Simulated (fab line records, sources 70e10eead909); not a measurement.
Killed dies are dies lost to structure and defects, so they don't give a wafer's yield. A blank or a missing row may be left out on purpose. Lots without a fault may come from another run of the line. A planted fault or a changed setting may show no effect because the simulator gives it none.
fab line records | flow nand_harc
record lots=11 wafers=33 last_day=32
route steps=1302 shown P_GATE@145 END@1302
lots that met no fault: from a run of the same line without faults
start_h: hours from the record's first day to the start of the lot's first wafer shown | wait_h: hours since the lot's step before | " the same as in the row above | L1.1+2: a row that stands for several wafers | - no value, or no start given | * or withheld: withheld | < > ~ a bound
route shown NAME@n: a module of which the file shows steps, and the number in the route of the first | usual: mean/standard deviation of fault-free wafers | same: alike in all rows | chamber/n: place in a boat | sites: the reading at each site | _std_site: their standard deviation | _edge_site: outer sites' mean less inner sites' | radius_mm: how far each site lies from the wafer's centre | mask NAME#n: copy n | behind: the tool/chamber that last shaped the wafer | hold: why the lot was held/for how many hours/how that ended | device: the transistor (n, p or np) that didn't switch | end of line: the same wafers' tests at the end of the route | a step without rows: its recipe alone | killed: dies lost to structure and defects at the first sort, not the wafer's yield | map: a wafer's dies, x killed, . not, _ none there
set.NAME: the setting as run; set.NAME@STEP: as run at that earlier step | model.NAME: the simulator's own value behind a step, which no gauge read
steps of the route over a sample of lots; a table a step, a row a wafer
services: from which hour (start_h, from the record's first day; less than 0 if before it) a tool's chamber was out of use, for how many hours, and why
## steps
# step NHARC_P_GATE_ETCH_104
# recipe target_depth_a=600 time_s=withheld cf4_flow_sccm=100 chf3_flow_sccm=30 ar_flow_sccm=0 rf_w=500 bias_w=200 chemistry=CF4/CHF3
# usual bias_w=200.0/0.64 cf4_flow_sccm=100.0/0.31 chamber_pressure_mTorr=24.999/0.02 drypump_motor_current_A=5.5/0.55 oes_product_au=0.958/0.024 rf_vpp_V=370.6/1.9 showerhead_plenum_p_Torr=1.57/0.049 throttle_valve_pct=16.802/0.0098
# columns lot.wafer tool chamber start_h wait_h bias_w cf4_flow_sccm chamber_pressure_mTorr drypump_motor_current_A oes_product_au rf_vpp_V showerhead_plenum_p_Torr throttle_valve_pct
L491.1 rie_diel-10 3 113.92 0.1 198.9 100.1 25.006 5.2 0.985 372.3 1.60 16.808
L491.3 " 0 " " 199.1 99.5 24.990 5.3 0.991 365.7 1.48 16.800
L491.4 " 1 " " 199.4 100.2 25.033 4.9 0.935 369.5 1.56 16.828
L492.1 rie_diel-05 2 132.95 0.1 200.1 100.0 24.982 6.0 0.988 374.8 1.64 16.803
L492.4 " 0 " " 201.1 100.1 25.005 6.3 0.966 369.8 1.55 16.809
L492.5 " 1 " " 200.2 99.9 24.999 5.7 0.976 371.6 1.60 16.793
L495.3 rie_diel-05 3 158.20 0.1 199.1 99.7 25.037 6.6 0.968 368.3 1.52 16.789
L495.2 " 0 " " 199.9 100.3 24.989 6.3 0.981 369.6 1.55 16.794
L495.4 " 2 " " 199.4 100.2 24.990 6.0 0.982 374.2 1.64 16.806
L496.3 rie_diel-05 1 165.99 0.1 199.6 100.0 25.003 5.7 0.932 371.5 1.60 16.819
L496.5 " 0 " " 200.6 100.4 24.963 6.3 0.912 369.4 1.55 16.807
L496.6 " 1 " " 200.1 99.8 24.977 5.7 0.921 369.5 1.60 16.816
L497.1 rie_diel-10 3 179.25 0.1 199.9 100.3 25.000 5.2 0.971 372.0 1.60 16.791
L497.4 " 0 " " 200.4 100.2 24.979 5.3 0.976 367.5 1.48 16.812
L497.6 " 0 " " 200.1 100.0 25.001 5.3 0.983 368.1 1.48 16.790
L498.4 rie_diel-05 2 199.72 0.1 200.4 100.1 25.020 6.0 1.000 372.5 1.64 16.810
L498.3 " 0 " " 200.5 100.6 25.011 6.2 0.954 370.3 1.55 16.801
L498.6 " 2 " " 200.3 100.6 25.000 6.0 1.004 372.3 1.64 16.794
L499.1 rie_diel-05 2 204.12 0.1 200.7 99.9 24.991 6.0 0.978 372.5 1.64 16.808
L499.2 " 3 " " 200.2 100.3 24.995 6.6 0.968 369.1 1.52 16.799
L499.6 " 0 " " 199.3 100.0 24.949 6.3 0.962 370.0 1.54 16.794
L500.1 rie_diel-09 1 207.32 0.1 200.5 99.3 25.004 4.7 0.930 371.4 1.60 16.811
L500.4 " 3 " " 200.1 99.4 24.973 5.5 0.980 370.2 1.54 16.795
L500.5 " 0 " " 199.6 99.9 24.977 6.0 0.960 371.5 1.58 16.795
L501.1 rie_diel-10 1 220.90 0.1 199.7 100.5 24.985 4.9 0.938 371.1 1.56 16.783
L501.3 " 2 " " 199.3 99.8 24.998 5.0 0.988 372.4 1.63 16.802
L501.4 " 3 " " 201.1 100.5 25.007 5.2 0.986 371.2 1.60 16.821
L510.3 rie_diel-09 3 309.67 0.1 200.8 100.2 24.969 5.5 0.983 370.7 1.54 16.787
L510.4 " 0 " " 200.0 100.2 24.997 6.0 0.983 370.5 1.57 16.793
L510.6 " 1 " " 200.6 100.2 25.036 4.7 0.979 373.0 1.60 16.793
L511.4 rie_diel-10 1 318.39 0.1 200.7 100.1 25.022 4.9 0.955 370.1 1.56 16.800
L511.3 " 2 " " 199.7 100.1 24.971 5.0 0.975 371.9 1.63 16.799
L511.1 " 0 " " 198.4 99.9 25.015 5.3 0.997 368.4 1.48 16.801
# step NHARC_P_GATE_DESCUM_48
# recipe time_s=3 o2_flow_sccm=200 ar_flow_sccm=0 bias_power_w=0 chemistry=O2
# usual chamber_pressure_mTorr=60.00/0.056 drypump_motor_current_A=5.6/0.56 oes_product_au=1.004/0.016 rf_vpp_V=57.6/0.92 showerhead_plenum_p_Torr=1.91/0.062 throttle_valve_pct=11.312/0.0097
# columns lot.wafer tool chamber start_h wait_h chamber_pressure_mTorr drypump_motor_current_A oes_product_au rf_hours_counter_h rf_vpp_V showerhead_plenum_p_Torr throttle_valve_pct
L491.4 rie_diel-09 0 125.87 - 59.92 5.9 1.012 6 57.0 1.92 11.298
L491.3 " 1 " " 60.00 4.7 0.990 6 56.9 1.95 11.306
L491.1 " 3 " " 60.03 5.5 1.004 6 57.2 1.87 11.302
L492.1 rie_diel-10 3 144.84 - 60.04 5.2 1.021 4 57.8 1.94 11.325
L492.4 " 1 " " 60.00 4.9 0.984 6 58.3 1.90 11.307
L492.5 " 3 " " 59.93 5.2 1.015 - 58.7 1.94 11.337
L495.2 rie_diel-09 1 170.04 - 59.92 4.7 1.005 0 58.8 1.95 11.322
L495.3 " 3 " " 59.98 5.5 1.011 0 56.6 1.87 11.320
L495.4 " 3 " " 60.02 5.5 1.015 - 56.5 1.87 11.331
L496.3 rie_diel-05 2 179.88 - 59.96 6.0 1.036 5 56.6 2.00 11.311
L496.6 " 1 " " 59.99 5.7 1.014 - 57.7 1.95 11.305
L496.5 " 2 " " 59.91 6.0 1.031 - 58.5 2.00 11.313
L497.4 rie_diel-09 2 191.00 - 59.85 5.4 1.018 1 56.7 1.84 11.314
L497.1 " 0 " " 59.99 6.0 1.018 0 58.4 1.92 11.309
L497.6 " 1 " " 59.99 4.7 1.007 - 57.8 1.95 11.325
L498.4 rie_diel-10 0 211.65 - 60.10 5.3 1.011 10 57.5 1.79 11.317
L498.3 " 1 " " 59.96 4.9 0.983 10 56.4 1.90 11.345
L498.6 " 3 " " 60.04 5.2 1.010 - 58.6 1.94 11.317
L499.1 rie_diel-05 2 215.87 - 59.88 6.0 1.010 7 58.0 2.00 11.332
L499.2 " 0 " " 60.02 6.2 0.999 8 57.7 1.88 11.305
L499.6 " 3 " " 59.88 6.7 0.990 - 56.9 1.85 11.316
L500.1 rie_diel-05 3 218.98 - 59.96 6.6 0.993 8 58.5 1.85 11.297
L500.4 " 1 " " 59.91 5.7 0.987 7 58.0 1.94 11.309
L500.5 " 0 " " 60.07 6.3 0.978 - 58.4 1.88 11.295
L501.4 rie_diel-09 0 233.11 - 59.97 6.0 1.008 2 57.1 1.92 11.315
L501.3 " 1 " " 60.07 4.7 0.982 2 57.6 1.95 11.303
L501.1 " 2 " " 59.94 5.4 0.995 3 56.6 1.84 11.299
L510.3 rie_diel-05 0 321.77 - 60.10 6.2 1.003 5 56.5 1.87 11.309
L510.6 " 0 " " 59.94 6.3 1.007 - 57.4 1.87 11.323
L510.4 " 2 " " 60.05 6.0 1.005 - 57.5 2.00 11.326
L511.4 rie_diel-09 3 330.34 - 60.02 5.5 1.015 0 58.0 1.87 11.313
L511.1 " 0 " " 59.94 6.0 1.010 0 55.3 1.91 11.308
L511.3 " 2 " " 59.98 5.4 1.018 0 57.5 1.83 11.328
# step NHARC_P_GATE_PEB_57
# recipe peb_temp_c=118 peb_time_s=85
# usual heater_power_total_W=163.98/0.27 plate_temp_C=118.00/0.13 resist_line_temp_C=23.01/0.1
# columns lot.wafer tool chamber start_h wait_h heater_power_total_W plate_temp_C resist_line_temp_C
L491.1 litho_track-07 0 127.38 0.1 164.28 117.77 23.00
L491.3 " 0 " " 163.75 118.02 22.93
L491.4 " 0 " " 163.83 117.92 22.92
L492.1 litho_track-07 0 146.21 0.1 164.02 117.94 23.15
L492.4 " 0 " " 163.66 117.90 22.99
L492.5 " 0 " " 164.05 117.96 23.04
L495.2 litho_track-03 0 171.58 0.1 164.21 118.04 22.89
L495.3 " 0 " " 163.66 118.17 22.97
L495.4 " 0 " " 164.29 118.29 22.79
L496.3 litho_track-07 0 181.38 0.1 164.13 117.83 22.81
L496.5 " 0 " " 163.66 118.03 22.93
L496.6 " 0 " " 164.12 117.91 22.98
L497.1 litho_track-07 0 192.36 0.1 163.75 118.03 23.07
L497.4 " 0 " " 163.61 117.97 22.92
L497.6 " 0 " " 163.72 117.88 22.99
L498.3 litho_track-03 0 213.13 0.1 163.68 118.03 23.04
L498.4 " 0 " " 164.10 117.73 23.03
L498.6 " 0 " " 164.25 118.04 23.11
L499.1 litho_track-05 0 217.38 0.1 163.65 118.09 23.05
L499.2 " 0 " " 163.62 117.86 22.94
L499.6 " 0 " " 164.35 117.99 23.03
L500.1 litho_track-07 0 220.36 0.1 164.08 118.18 23.05
L500.4 " 0 " " 164.43 118.08 23.10
L500.5 " 0 " " 164.01 118.09 23.07
L501.1 litho_track-07 0 234.61 0.1 163.68 118.02 23.10
L501.3 " 0 " " 164.41 117.88 23.04
L501.4 " 0 " " 164.16 117.75 23.03
L510.3 litho_track-07 0 323.29 0.1 171.92 122.74 23.16
L510.4 " 0 " " 173.55 122.86 23.04
L510.6 " 0 " " 173.58 122.94 23.25
L511.1 litho_track-07 0 331.72 0.1 173.41 122.76 23.11
L511.3 " 0 " " 173.52 122.81 23.10
L511.4 " 0 " " 173.16 122.86 23.03
# step NHARC_P_GATE_DESCUM_61
# recipe time_s=3 o2_flow_sccm=200 ar_flow_sccm=0 bias_power_w=0 chemistry=O2
# usual chamber_pressure_mTorr=60.00/0.057 drypump_motor_current_A=5.4/0.49 oes_product_au=1.002/0.015 rf_vpp_V=57.7/0.84 showerhead_plenum_p_Torr=1.91/0.059 throttle_valve_pct=11.312/0.0096
# columns lot.wafer tool chamber start_h wait_h chamber_pressure_mTorr drypump_motor_current_A oes_product_au rf_hours_counter_h rf_vpp_V showerhead_plenum_p_Torr throttle_valve_pct
L491.3 rie_diel-09 2 127.63 - 60.04 5.4 0.977 5.4 58.2 1.84 11.328
L491.1 " 3 " " 59.99 5.5 1.008 5.7 56.6 1.87 11.314
L491.4 " 1 " " 60.04 4.7 0.992 6.3 58.0 1.95 11.323
L492.1 rie_diel-10 3 146.47 - 60.05 5.2 1.011 4.5 57.8 1.94 11.317
L492.4 " 1 " " 60.12 4.9 0.976 6.3 57.2 1.90 11.301
L492.5 " 3 " " 59.96 5.2 1.006 - 59.0 1.94 11.323
L495.3 rie_diel-09 0 171.84 - 60.05 6.0 1.000 0.3 58.0 1.92 11.295
L495.2 " 1 " " 60.05 4.7 1.003 0.5 56.2 1.95 11.316
L495.4 " 1 " " 59.94 4.7 0.999 - 58.5 1.95 11.296
L496.3 rie_diel-10 0 181.63 - 59.98 5.3 1.008 7.8 58.3 1.79 11.309
L496.5 " 0 " " 59.91 5.3 1.008 - 57.7 1.79 11.296
L496.6 " 1 " " 59.99 4.9 0.974 - 57.7 1.90 11.296
L497.4 rie_diel-09 2 192.61 - 60.03 5.4 1.013 0.5 58.8 1.84 11.316
L497.1 " 3 " " 60.06 5.5 1.025 0.5 57.4 1.87 11.322
L497.6 " 3 " " 60.00 5.5 1.021 - 56.3 1.87 11.300
L498.3 rie_diel-10 3 213.38 - 59.96 5.2 1.003 7.7 58.5 1.94 11.320
L498.4 " 1 " " 59.98 4.9 0.978 10.5 57.5 1.90 11.313
L498.6 " 0 " " 59.93 5.3 1.000 - 57.7 1.79 11.301
L499.2 rie_diel-09 2 217.63 - 59.90 5.4 0.994 2.9 57.4 1.84 11.319
L499.1 " 0 " " 59.97 6.0 1.009 2.3 57.4 1.92 11.306
L499.6 " 2 " " 60.01 5.3 1.003 - 58.3 1.84 11.322
L500.4 rie_diel-09 0 220.63 - 59.94 6.0 1.008 2.3 59.3 1.92 11.318
L500.1 " 1 " " 59.96 4.7 0.995 2.0 58.1 1.95 11.337
L500.5 " 3 " " 59.94 5.5 1.020 - 57.3 1.87 11.318
L501.1 rie_diel-09 3 234.86 - 60.07 5.5 1.027 2.5 58.1 1.87 11.317
L501.3 " 1 " " 59.95 4.7 0.998 2.1 57.3 1.95 11.310
L501.4 " 2 " " 60.07 5.4 0.995 3.0 57.6 1.84 11.297
L510.3 rie_diel-10 1 323.54 - 59.95 5.0 0.989 3.6 57.3 1.90 11.313
L510.4 " 0 " " 60.04 5.3 1.032 4.3 57.0 1.79 11.308
L510.6 " 1 " " 60.03 4.9 0.992 - 58.5 1.90 11.321
L511.1 rie_diel-05 3 331.98 - 59.96 6.6 0.978 7.1 58.1 1.84 11.304
L511.3 " 0 " " 60.13 6.3 0.999 6.5 57.4 1.87 11.294
L511.4 " 2 " " 60.12 6.0 1.003 - 58.0 2.00 11.311
# step NHARC_END_SORT_01
# recipe temp_c=25
# usual killed_at_array=56/17 killed_at_other=1.2/1.4 killed_at_periphery=4/3.2 killed_dies=61/16 killed_open=3.6/2.1 killed_short=2.7/1.8
# same gross_dies=677
# columns lot.wafer tool chamber start_h wait_h killed_at_array killed_at_other killed_at_periphery killed_dies killed_open killed_short
L491.1 prober-02 0 570.78 2.5 76 0 0 76 2 8
L491.3 prober-02 0 572.38 3.1 57 1 1 59 0 1
L491.4 prober-02 0 573.18 3.4 76 0 2 78 5 1
L492.1 prober-02 0 593.92 2.5 58 2 3 63 2 5
L492.4 prober-02 0 596.32 3.4 45 2 4 51 2 2
L492.5 prober-02 0 597.12 3.7 40 4 4 48 4 3
L495.2 prober-01 0 604.06 2.8 71 2 6 79 2 5
L495.3 prober-01 0 604.87 3.1 71 0 3 74 1 2
L495.4 prober-01 0 605.67 3.4 57 2 3 62 2 3
L497.1 prober-02 0 641.04 2.5 65 0 7 72 1 2
L497.4 prober-02 0 643.45 3.4 80 2 14 96 7 3
L497.6 prober-02 0 645.05 4.0 75 0 2 77 3 2
L496.3 prober-01 0 642.63 3.1 52 0 1 53 5 4
L496.5 prober-01 0 644.23 3.7 46 1 6 53 8 3
L496.6 prober-01 0 645.04 4.0 45 0 7 52 6 4
L498.3 prober-01 0 663.86 3.1 36 1 3 40 2 4
L498.4 prober-01 0 664.67 3.4 49 0 7 56 3 2
L498.6 prober-01 0 666.29 4.1 37 1 3 41 1 1
L499.1 prober-02 0 675.06 2.5 45 0 3 48 4 1
L499.2 prober-02 0 675.87 2.8 49 1 5 55 5 2
L499.6 prober-02 0 679.11 4.1 42 0 5 47 2 2
L500.1 prober-01 0 684.13 2.5 74 0 4 78 5 3
L500.4 prober-01 0 686.53 3.4 80 2 3 85 1 3
L500.5 prober-01 0 687.33 3.7 77 0 2 79 4 2
L501.1 prober-02 0 706.58 2.6 61 0 6 67 3 6
L501.3 prober-02 0 708.18 3.1 44 1 4 49 4 2
L501.4 prober-02 0 708.98 3.4 60 0 3 63 7 3
L511.1 prober-01 0 771.03 2.5 69 3 11 83 12 4
L511.3 prober-01 0 772.63 3.1 55 2 8 65 2 4
L511.4 prober-01 0 773.43 3.4 55 1 8 64 2 3
L510.3 prober-02 0 774.29 3.1 56 3 9 68 7 3
L510.4 prober-02 0 775.07 3.3 36 2 4 42 3 2
L510.6 prober-02 0 776.63 3.9 45 6 6 57 4 4
# killed by level:class
L491.1 A_CHANNEL_HOLE_D1:chamber_film_flake=25 A_SLIT:chamber_film_flake=20 A_CHANNEL_HOLE_D2:chamber_film_flake=5 A_CONTACT:chamber_film_flake=5 A_STAIRCASE:chamber_film_flake=4 A_BONDPAD:chamber_film_flake=4 A_ONON_D1:geometric_particle:short=2 A_CHANNEL_FILL_D1:geometric_particle:short=2
L491.3 A_SLIT:chamber_film_flake=24 A_CHANNEL_HOLE_D1:chamber_film_flake=20 A_CHANNEL_HOLE_D2:chamber_film_flake=7 A_CHANNEL_FILL_D2:chamber_film_flake=2 A_ONON_D2:geometric_particle:short=1 P_STI:chamber_film_flake=1 A_DECK1_JOINT:chamber_film_flake=1 A_CONTACT:unspecified=1
L491.4 A_CHANNEL_HOLE_D1:chamber_film_flake=32 A_SLIT:chamber_film_flake=23 A_CHANNEL_HOLE_D2:chamber_film_flake=5 A_STAIRCASE:chamber_film_flake=4 A_CONTACT:chamber_film_flake=3 A_CHANNEL_FILL_D2:chamber_film_flake=2 P_GATE:geometric_particle:open=1 P_CONTACT:geometric_particle:open=1
L492.1 A_CHANNEL_HOLE_D1:chamber_film_flake=37 A_CHANNEL_HOLE_D2:chamber_film_flake=13 A_DECK1_JOINT:geometric_particle:short=2 P_STI:chamber_film_flake=2 THIN_TSV:chamber_film_flake=2 P_CONTACT:geometric_particle:short=1 A_ONON_D1:geometric_particle:short=1 A_ONON_D2:geometric_particle:short=1
L492.4 A_CHANNEL_HOLE_D1:chamber_film_flake=34 A_CHANNEL_HOLE_D2:chamber_film_flake=3 P_STI:chamber_film_flake=2 THIN_TSV:chamber_film_flake=2 P_CONTACT:geometric_particle:open=1 A_SOURCE_PLATE:geometric_particle:open=1 A_CHANNEL_FILL_D1:geometric_particle:short=1 A_BLC:geometric_particle:short=1
L492.5 A_CHANNEL_HOLE_D1:chamber_film_flake=23 A_CHANNEL_HOLE_D2:chamber_film_flake=8 THIN_TSV:chamber_film_flake=4 A_STAIRCASE:chamber_film_flake=3 P_CONTACT:geometric_particle:short=2 A_ONON_D2:geometric_particle:open=2 P_M0:geometric_particle:open=1 A_SOURCE_PLATE:geometric_particle:short=1
L495.2 A_CHANNEL_HOLE_D2:chamber_film_flake=36 A_SLIT:chamber_film_flake=30 P_CONTACT:geometric_particle:short=3 A_CHANNEL_HOLE_D1:chamber_film_flake=2 THIN_TSV:chamber_film_flake=2 P_CONTACT:geometric_particle:open=1 P_M0:geometric_particle:short=1 A_CHANNEL_FILL_D2:geometric_particle:short=1
L495.3 A_CHANNEL_HOLE_D2:chamber_film_flake=36 A_SLIT:chamber_film_flake=26 A_CHANNEL_HOLE_D1:chamber_film_flake=2 A_CONTACT:chamber_film_flake=2 P_CONTACT:geometric_particle:open=1 P_CONTACT:geometric_particle:short=1 A_ONON_D1:geometric_particle:short=1 P_ZERO_WELL:chamber_film_flake=1
L495.4 A_SLIT:chamber_film_flake=23 A_CHANNEL_HOLE_D2:chamber_film_flake=20 A_CHANNEL_HOLE_D1:chamber_film_flake=3 A_CONTACT:chamber_film_flake=3 P_CONTACT:geometric_particle:short=2 A_CHANNEL_FILL_D1:chamber_film_flake=2 A_STAIRCASE:chamber_film_flake=2 THIN_TSV:chamber_film_flake=2
L497.1 A_SLIT:chamber_film_flake=23 A_CHANNEL_HOLE_D1:chamber_film_flake=19 A_CHANNEL_HOLE_D2:chamber_film_flake=12 P_M0:chamber_film_flake=3 A_WL_FILL:chamber_film_flake=3 P_ZERO_WELL:chamber_film_flake=2 A_STAIRCASE:chamber_film_flake=2 A_CONTACT:chamber_film_flake=2
L496.3 A_CHANNEL_HOLE_D2:chamber_film_flake=32 A_STAIRCASE:chamber_film_flake=4 A_ONON_D2:geometric_particle:open=2 A_CHANNEL_HOLE_D1:chamber_film_flake=2 P_M0:geometric_particle:open=1 A_ONON_D2:geometric_particle:short=1 A_CHANNEL_FILL_D2:geometric_particle:short=1 A_STAIRCASE:geometric_particle:short=1
L497.4 A_SLIT:chamber_film_flake=28 A_CHANNEL_HOLE_D1:chamber_film_flake=22 A_CHANNEL_HOLE_D2:chamber_film_flake=13 P_ZERO_WELL:chamber_film_flake=4 A_CHANNEL_FILL_D2:chamber_film_flake=4 P_CONTACT:chamber_film_flake=3 P_M0:chamber_film_flake=3 A_CONTACT:chamber_film_flake=3
L496.5 A_CHANNEL_HOLE_D2:chamber_film_flake=22 A_CHANNEL_HOLE_D1:chamber_film_flake=5 A_STAIRCASE:chamber_film_flake=4 P_CONTACT:geometric_particle:open=2 P_CONTACT:chamber_film_flake=2 A_ZERO_WELL:chamber_film_flake=2 A_SLIT:chamber_film_flake=2 A_CONTACT:chamber_film_flake=2
L496.6 A_CHANNEL_HOLE_D2:chamber_film_flake=30 A_CHANNEL_HOLE_D1:chamber_film_flake=4 P_CONTACT:chamber_film_flake=3 P_CONTACT:geometric_particle:open=2 A_WL_FILL:chamber_film_flake=2 P_GATE:geometric_particle:open=1 P_M0:geometric_particle:open=1 A_CHANNEL_FILL_D1:geometric_particle:open=1
L497.6 A_SLIT:chamber_film_flake=29 A_CHANNEL_HOLE_D1:chamber_film_flake=23 A_CHANNEL_HOLE_D2:chamber_film_flake=10 A_CONTACT:chamber_film_flake=4 A_CHANNEL_FILL_D2:chamber_film_flake=2 A_WL_FILL:chamber_film_flake=2 P_M2:geometric_particle:short=1 A_CHANNEL_FILL_D1:geometric_particle:short=1
L498.3 A_CHANNEL_HOLE_D2:chamber_film_flake=14 A_CHANNEL_HOLE_D1:chamber_film_flake=7 A_CONTACT:chamber_film_flake=4 A_STAIRCASE:chamber_film_flake=2 A_SLIT:chamber_film_flake=2 P_M0:geometric_particle:open=1 A_ONON_D1:geometric_particle:short=1 A_CHANNEL_FILL_D1:geometric_particle:short=1
L498.4 A_CHANNEL_HOLE_D2:chamber_film_flake=23 A_CHANNEL_HOLE_D1:chamber_film_flake=7 A_STAIRCASE:chamber_film_flake=6 A_M0:chamber_film_flake=4 A_CHANNEL_HOLE_D1:geometric_particle:open=3 P_BONDPAD:chamber_film_flake=3 A_CONTACT:chamber_film_flake=3 A_SLIT:chamber_film_flake=2
L498.6 A_CHANNEL_HOLE_D2:chamber_film_flake=18 A_CHANNEL_HOLE_D1:chamber_film_flake=9 A_CONTACT:chamber_film_flake=3 A_STAIRCASE:chamber_film_flake=2 P_M1:chamber_film_flake=2 A_CHANNEL_FILL_D2:chamber_film_flake=2 A_ONON_D2:geometric_particle:open=1 A_CONTACT:geometric_particle:short=1
L499.1 A_SLIT:chamber_film_flake=35 A_STAIRCASE:chamber_film_flake=2 P_GATE:geometric_particle:open=1 A_CHANNEL_HOLE_D2:geometric_particle:short=1 A_CHANNEL_FILL_D2:geometric_particle:open=1 A_STAIRCASE:geometric_particle:open=1 A_SGD_CUT:geometric_particle:open=1 P_ZERO_WELL:chamber_film_flake=1
L499.2 A_SLIT:chamber_film_flake=31 A_CHANNEL_HOLE_D1:chamber_film_flake=6 A_STAIRCASE:chamber_film_flake=4 A_M0:geometric_particle:open=2 A_CHANNEL_HOLE_D2:chamber_film_flake=2 P_CONTACT:geometric_particle:open=1 P_M0:geometric_particle:short=1 P_M1:geometric_particle:open=1
L499.6 A_SLIT:chamber_film_flake=30 A_CHANNEL_HOLE_D1:chamber_film_flake=3 A_SGD_CUT:geometric_particle:short=2 P_ZERO_WELL:chamber_film_flake=2 P_BONDPAD:chamber_film_flake=2 P_GATE:geometric_particle:open=1 A_DECK1_JOINT:geometric_particle:open=1 A_CHANNEL_FILL_D1:chamber_film_flake=1
L500.1 A_SLIT:chamber_film_flake=25 A_CHANNEL_HOLE_D1:chamber_film_flake=21 A_CHANNEL_HOLE_D2:chamber_film_flake=18 A_CHANNEL_FILL_D1:geometric_particle:open=3 P_M1:chamber_film_flake=2 P_CONTACT:geometric_particle:short=1 A_DECK1_JOINT:geometric_particle:short=1 A_STAIRCASE:geometric_particle:open=1
L500.4 A_SLIT:chamber_film_flake=33 A_CHANNEL_HOLE_D1:chamber_film_flake=23 A_CHANNEL_HOLE_D2:chamber_film_flake=13 A_STAIRCASE:chamber_film_flake=3 P_M1:chamber_film_flake=2 A_WL_FILL:chamber_film_flake=2 THIN_TSV:chamber_film_flake=2 A_CHANNEL_FILL_D1:geometric_particle:short=1
L500.5 A_SLIT:chamber_film_flake=36 A_CHANNEL_HOLE_D1:chamber_film_flake=19 A_CHANNEL_HOLE_D2:chamber_film_flake=8 A_CONTACT:chamber_film_flake=6 A_STAIRCASE:chamber_film_flake=2 P_M2:geometric_particle:open=1 A_ONON_D2:geometric_particle:short=1 A_CHANNEL_FILL_D2:geometric_particle:open=1
L501.1 A_SLIT:chamber_film_flake=37 A_CHANNEL_HOLE_D1:chamber_film_flake=6 A_CONTACT:chamber_film_flake=6 P_M2:chamber_film_flake=3 A_WL_FILL:geometric_particle:short=2 A_CHANNEL_HOLE_D2:chamber_film_flake=2 A_SGD_CUT:chamber_film_flake=2 P_STI:geometric_particle:short=1
L501.3 A_SLIT:chamber_film_flake=28 P_M2:chamber_film_flake=3 A_SGD_CUT:chamber_film_flake=3 A_CHANNEL_HOLE_D1:chamber_film_flake=2 A_CHANNEL_FILL_D1:chamber_film_flake=2 P_M0:geometric_particle:open=1 A_CHANNEL_FILL_D2:geometric_particle:short=1 A_BLC:geometric_particle:open=1
L501.4 A_SLIT:chamber_film_flake=35 A_CONTACT:chamber_film_flake=6 A_CHANNEL_HOLE_D1:chamber_film_flake=3 A_DECK1_JOINT:chamber_film_flake=3 A_CHANNEL_FILL_D2:geometric_particle:open=2 A_M0:geometric_particle:open=2 A_CHANNEL_FILL_D1:chamber_film_flake=2 A_STAIRCASE:chamber_film_flake=2
L511.1 A_SLIT:chamber_film_flake=31 A_CHANNEL_HOLE_D1:chamber_film_flake=16 A_CONTACT:chamber_film_flake=5 P_GATE:chamber_film_flake=4 A_CHANNEL_FILL_D2:chamber_film_flake=4 A_ONON_D1:geometric_particle:open=3 THIN_TSV:chamber_film_flake=3 A_CHANNEL_FILL_D1:geometric_particle:open=2
L511.3 A_SLIT:chamber_film_flake=25 A_CHANNEL_HOLE_D1:chamber_film_flake=10 A_CHANNEL_FILL_D2:chamber_film_flake=6 A_CONTACT:chamber_film_flake=5 P_STI:chamber_film_flake=4 P_GATE:chamber_film_flake=4 A_CHANNEL_FILL_D2:geometric_particle:short=2 A_CHANNEL_HOLE_D2:chamber_film_flake=2
L511.4 A_SLIT:chamber_film_flake=27 A_CHANNEL_HOLE_D1:chamber_film_flake=17 P_STI:chamber_film_flake=4 P_GATE:chamber_film_flake=3 A_CHANNEL_FILL_D2:chamber_film_flake=3 A_CHANNEL_FILL_D1:geometric_particle:short=2 A_DECK1_JOINT:geometric_particle:short=1 A_WL_FILL:geometric_particle:open=1
L510.3 A_CHANNEL_HOLE_D2:chamber_film_flake=35 A_CONTACT:chamber_film_flake=6 A_SLIT:chamber_film_flake=4 P_CONTACT:geometric_particle:open=3 THIN_TSV:chamber_film_flake=2 A_CHANNEL_FILL_D2:geometric_particle:open=2 P_ZERO_WELL:chamber_film_flake=2 P_GATE:chamber_film_flake=2
L510.4 A_CHANNEL_HOLE_D2:chamber_film_flake=24 A_SLIT:chamber_film_flake=4 A_CHANNEL_FILL_D1:chamber_film_flake=2 THIN_TSV:chamber_film_flake=2 P_GATE:geometric_particle:open=1 P_CONTACT:geometric_particle:short=1 A_ONON_D1:geometric_particle:open=1 A_CHANNEL_FILL_D1:geometric_particle:open=1
L510.6 A_CHANNEL_HOLE_D2:chamber_film_flake=26 A_CONTACT:chamber_film_flake=6 THIN_TSV:chamber_film_flake=6 P_CONTACT:geometric_particle:open=3 P_GATE:chamber_film_flake=2 A_CHANNEL_HOLE_D1:unspecified=2 A_STAIRCASE:chamber_film_flake=2 A_SLIT:chamber_film_flake=2
## services
# columns tool chamber start_h hours kind
rie_diel-09 0 97.10 - clean
rie_diel-09 1 97.10 - clean
rie_diel-09 2 97.10 - clean
rie_diel-09 3 97.10 - clean
litho_track-03 - 100.00 7.0 pm
rie_diel-09 - 109.81 0.7 repair
rie_diel-09 0 121.60 - clean
rie_diel-09 1 121.60 - clean
litho_track-05 - 124.00 7.0 pm
rie_diel-09 - 143.10 9.0 pm
rie_diel-10 0 158.95 5.5 repair
rie_diel-09 2 166.78 6.6 repair
rie_diel-09 1 200.94 6.2 repair
rie_diel-05 - 229.90 9.0 pm
rie_diel-10 - 242.50 9.0 pm
rie_diel-05 2 246.03 12.0 repair
rie_diel-05 1 247.73 4.1 repair
litho_track-07 - 251.00 7.0 pm
rie_diel-10 0 273.24 3.8 repair
litho_track-03 - 275.00 7.0 pm
rie_diel-05 0 290.30 9.2 repair
litho_track-05 - 299.00 7.0 pm
rie_diel-09 - 320.11 9.0 pm
rie_diel-05 1 320.83 18.1 repair
## key
first_sign step=NHARC_P_GATE_PEB_57 reading=plate_temp_C direction=up sigmas=38 usual=* struck=*
effect step=NHARC_P_GATE_PEB_57 reading=heater_power_total_W direction=up sigmas=34 usual=* struck=*
met_at NHARC_P_GATE_PEB_57
struck_lots L510,L511
tester_left_out L510,L511
not_acting_at NHARC_P_GATE_ETCH_104,NHARC_P_GATE_DESCUM_48,NHARC_P_GATE_DESCUM_61
onset_between 234.61 323.29
fault kind=process_parameter_drift tool=litho_track-07 chamber=- onset_h=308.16 steps=NHARC_P_GATE_PEB_57 channel=peb_temp_c offset=* shape=step end_h=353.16 acts_in=* stated=*
# tester_left_out: of these lots the tester's yield and bins aren't shown, on N5 and GAA mostly nor the transistor test; their killed dies are dies lost to structure and defects alone, not to doping, threshold or leakage, so they don't give the yield
